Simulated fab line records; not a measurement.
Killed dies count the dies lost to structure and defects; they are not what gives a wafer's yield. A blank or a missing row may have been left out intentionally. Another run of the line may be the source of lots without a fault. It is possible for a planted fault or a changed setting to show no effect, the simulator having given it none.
Struck lot and sound lot, side by side | flow n5_finfet | 14 out of 1938 route steps
Sound: these wafers, L489.4, L489.5, L489.6. Wafers struck: L485.2, L485.4, L485.5. The cause is given at the end.
Order at every step that has rows: each side's tool, ch and its chambers, its first start. Under that, the readings that differ: sound wafers | struck wafers | difference of the means | sigmas: that difference in standard deviations of wafers without a fault.
alike: a reading whose means differ by less than 2 such deviations, as well as words and numbers matching on both sides. not compared: withheld readings; readings where some wafer has no value; bounds like >300 that might hide an equal value; numbers whose values overlap and for which the record gives no deviation.
The two part at a step that has a row with sigmas, a row that says differs or no value, or rows on one side only. When numbers do not overlap yet have no deviation, they are printed without sigmas and do not part them. Lack of a reading on every wafer of one side parts them only where that side has two or more wafers.

N5_ILD0_THK_MEAS_08:
  sound on film_metro-02 at day 7 21:27; struck on film_metro-01 at day 6 23:00
  alike: thk_nm
then, 1 step without rows for these wafers: N5_ILD0_PRECLEAN_10 (cleans in NF3:NH3, afs cycles 5, time 20 s, sublimation time 60 s).
N5_ILD0_ALD_15: deposits SiNx, target thk 24 nm, pulse time 1 s, ald cycles 480.
  sound on ald_sin-01 ch 0,2,3, day 7 22:10; struck on ald_sin-04 ch 0,1,3, day 7 00:31
  alike: heater_power_w, precursor_pulse_height_rel
N5_ILD0_CMP_12: polishes SiNx, stops on poly-Si, t overpolish 6 s, target thk 17.67 nm.
  sound on cmp-03 ch 1,2,3, day 8 00:29; struck on cmp-01 ch 0,2,3, day 7 02:47
  alike: edge_zone_pressure_frac, motor_current_A, overpolish_run_s, slurry_filter_dp_kPa, time_to_endpoint_s
N5_ILD0_THK_MEAS_13:
  sound on film_metro-02 at day 8 00:40; struck on film_metro-01 at day 7 03:00
  alike: thk_nm
N5_ILD0_INSPECT_06: inspects for defects (darkfield).
  sound on defect_inspect-01 at day 8 00:41; struck on defect_inspect-02 at day 7 03:02
  alike: raw_defect_count
N5_SDB_HM_DEP_00: deposits SiNx from SiH4/NH3/N2, target thk 40 nm, time 35.3 s.
  sound on pecvd-03 ch 0,1,2, day 8 00:46; struck on pecvd-01 ch 0,2, day 7 03:04
  alike: heater_power_w, rf_fwd_power_W, showerhead_plenum_p_Torr, throttle_valve_pct
then, 5 steps without rows for these wafers: N5_SDB_COAT_03 (time 60 s, resist thk 100 nm); N5_SDB_COAT_04 (time 60 s, resist thk 18 nm); N5_SDB_COAT_05 (resist thk 90 nm); N5_SDB_EBR_07; N5_SDB_SOFTBAKE_06 (time 60 s).
N5_SDB_EXPOSE_08: exposes mask SDB.
  sound on arfi_scanner-02 ch 0, day 8 01:04; struck on arfi_scanner-03, day 7 03:23
  no value came back on the struck wafers for exposure_dose_mJ_cm2, focus_offset_nm (nm); on the sound wafers exposure_dose_mJ_cm2 reads 49.46 49.48 49.47
  alike: mask
then, 1 step without rows for these wafers: N5_SDB_PEB_09 (peb time 60 s).

## WHERE THEY PART
Only at N5_SDB_EXPOSE_08, within this record.

WHY: what had been put in by the simulator
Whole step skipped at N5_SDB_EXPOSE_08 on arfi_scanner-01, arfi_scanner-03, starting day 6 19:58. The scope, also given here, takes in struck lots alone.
